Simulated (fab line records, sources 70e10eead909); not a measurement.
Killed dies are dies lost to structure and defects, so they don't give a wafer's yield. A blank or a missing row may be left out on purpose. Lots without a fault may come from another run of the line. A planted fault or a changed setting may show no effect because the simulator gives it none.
A struck lot beside a sound one | flow nand_harc | 33 steps out of a route of 1159
Sound: wafers L947.1, L947.3, L947.5. Struck: wafer L961.3. (L961.5, L961.6 of the same lot were not struck and are left out.) The cause comes at the end.
At each step with rows: each side's tool, then ch and its chambers, then its first start. Under that, the readings that differ: sound wafers | struck wafers | difference of the means | sigmas: that difference in standard deviations of wafers without a fault.
alike: readings whose means differ by less than 2 such deviations, and words and numbers that are the same on both sides. not compared: withheld readings, readings that some wafer has no value for, bounds like >300 that may hide the same value, and numbers for which the record gives no deviation and whose values overlap.
The two part at a step that has a row with sigmas, a row that says differs or no value, or rows on one side only. Numbers that don't overlap but have no deviation are shown without sigmas and don't part them. A reading that every wafer of one side lacks parts them only if that side has two wafers or more.

first, 1 step without rows for these wafers: NHARC_P_M0_DESCUM_14 (chemistry O2, time 3 s).
NHARC_P_M0_ETCH_34: etches the open film in N2/H2, target depth 40 nm, overetch 12 nm, time 43.94 s.
  sound on rie_diel-01 ch 0,1,2, day 7 21:33; struck on rie_diel-07 ch 1, day 11 12:27
  alike: drypump_motor_current_A, h2_flow_sccm, oes_product_au, rf_vpp_V, showerhead_plenum_p_Torr, throttle_valve_pct
  not compared: rf_hours_counter_h
then, 1 step without rows for these wafers: NHARC_P_M0_ETCH_15 (etches the open film in C4F8/Ar, target depth 150 nm, overetch 15 nm, time 82.5 s).
NHARC_P_M0_CD_MEAS_16:
  sound on cd_sem-03, day 7 21:46; struck on cd_sem-02, day 11 12:39
  alike: cd_nm
NHARC_P_M0_STRIP_18: strips in N2/H2.
  sound on rie_diel-07 ch 2,3, day 7 21:50; struck on rie_diel-07 ch 0, day 11 12:46
  reading                     | sound       | struck | difference | sigmas
  drypump_motor_current_A (A) | 5.1 5.2 5.1 | 6.1    | +1.0       | +2
  alike: h2_flow_sccm, oes_product_au, rf_vpp_V, showerhead_plenum_p_Torr, throttle_valve_pct
  not compared: rf_hours_counter_h
then, 4 steps without rows for these wafers: NHARC_P_M0_STRIP_19 (strips in post etch residue remover, time 600 s); NHARC_P_M0_DEGAS_28 (time 60 s); NHARC_P_M0_PRE_CLEAN_29 (time 30 s); NHARC_P_M0_PVD_20 (deposits TaN, target thk 5 nm, time 8.06 s).
NHARC_P_M0_PVD_21: deposits Cu, target thk 30 nm, time 20.49 s.
  sound on pvd_sputter-03; struck on pvd_sputter-01
  alike: cathode_dc_power_W, substrate_temp_c, throttle_valve_pct
then, 2 steps without rows for these wafers: NHARC_P_M0_ECD_22 (material Cu, target thk 400 nm); NHARC_P_M0_ANNEAL_30 (time 90 s).
NHARC_P_M0_CMP_23: polishes, t overpolish 20 s, target thk 117.53 nm.
  sound on cmp-02 ch 0,3, day 7 23:31; struck on cmp-03 ch 1, day 11 14:35
  alike: motor_current_A, retaining_ring_pressure_frac, time_to_endpoint_s
NHARC_P_M0_THK_MEAS_24: measures by xrf.
  sound on film_metro-01, day 7 23:48; struck on film_metro-02, day 11 14:51
  alike: thk_nm
then, 1 step without rows for these wafers: NHARC_P_M0_SRD_25.
NHARC_P_M0_INSPECT_27:
  sound on defect_inspect-01, day 7 23:58; struck on defect_inspect-02, day 11 15:01
  reading          | sound       | struck | difference | sigmas
  raw_defect_count | 166 168 184 | 638    | +465       | +5
NHARC_P_M0_PRE_CLEAN_31: time 12 s.
  sound on pecvd-04 ch 0,1,2, day 8 00:02; struck on pecvd-02 ch 2, day 11 15:04
  alike: heater_power_w, susceptor_temp_C
NHARC_P_M0_DEP_32: deposits SiCN, target thk 30 nm.
  sound on pecvd-04 ch 0,1,2, day 8 00:09; struck on pecvd-02 ch 2, day 11 15:10
  alike: heater_power_w, susceptor_temp_C
then, 10 steps without rows for these wafers: NHARC_P_M1_DEP_00 (deposits SiOC, target thk 182.5 nm); NHARC_P_M1_DEHYDRATE_01 (time 120 s); NHARC_P_M1_HMDS_02 (time 30 s); NHARC_P_M1_COAT_34 (time 65 s); NHARC_P_M1_COAT_03 (resist thk 90 nm); NHARC_P_M1_SOFTBAKE_04 (time 55 s); NHARC_P_M1_EBR_05; NHARC_P_M1_EXPOSE_06 (exposes mask P M1, target cd 130 nm); NHARC_P_M1_PEB_07 (peb time 65 s); NHARC_P_M1_DEVELOP_08 (develop time 35 s).
NHARC_P_M1_CD_MEAS_09: target cd 130 nm.
  sound on cd_sem-03 ch 0, day 8 01:13; struck on cd_sem-03 ch 0, day 11 16:24
  alike: cd_nm
NHARC_P_M1_OVL_MEAS_10: pitch 260 nm.
  sound on overlay-01, day 8 01:18; struck on overlay-01, day 11 16:29
  alike: overlay_x_nm, overlay_y_nm
NHARC_P_M1_INSPECT_11:
  sound on defect_inspect-02, day 8 01:20; struck on defect_inspect-02, day 11 16:31
  reading          | sound | struck | difference | sigmas
  raw_defect_count | 3 1 2 | 439    | +437       | +99 or more
then, 1 step without rows for these wafers: NHARC_P_M1_DESCUM_14 (chemistry O2, time 3 s).
-- the record jumps here: 13 days lie between the struck wafers' starts before and after (it left off in module P_M1 and takes up again in module END, whose first step shown is number 1159 of the route) --
NHARC_END_SORT_01:
  sound on prober-02 ch 0, day 21 16:56; struck on prober-02 ch 0, day 24 18:53
  reading                  | sound          | struck | difference | sigmas
  defect_limited_yield (%) | 95.9 95.6 96.5 | 48.9   | -47.1      | -29
  killed_at_other          | 0 0 1          | 4      | +4         | +3
  killed_at_periphery      | 4 1 2          | 322    | +320       | +99 or more
  killed_dies              | 28 30 24       | 346    | +319       | +29
  sort_bin_2_pct (%)       | 1.3 2.5 0.6    | 20.1   | +18.6      | +29
  sort_bin_3_pct (%)       | 0.44 0 0       | 3.69   | +3.54      | +20
  sort_bin_4_pct (%)       | 2.4 1.9 3.0    | 27.3   | +24.9      | +23
  sort_n_pass              | 649 647 653    | 331    | -319       | -29
  sort_rim_yield_pct (%)   | 93.4 95.3 94.3 | 48.1   | -46.2      | -17
  sort_yield_pct (%)       | 95.9 95.6 96.5 | 48.9   | -47.1      | -29
  alike: killed_at_array, killed_open, killed_short

WHERE THEY PART
First at NHARC_P_M0_STRIP_18; last, within this record, at NHARC_END_SORT_01.

WHY: what the simulator had put in
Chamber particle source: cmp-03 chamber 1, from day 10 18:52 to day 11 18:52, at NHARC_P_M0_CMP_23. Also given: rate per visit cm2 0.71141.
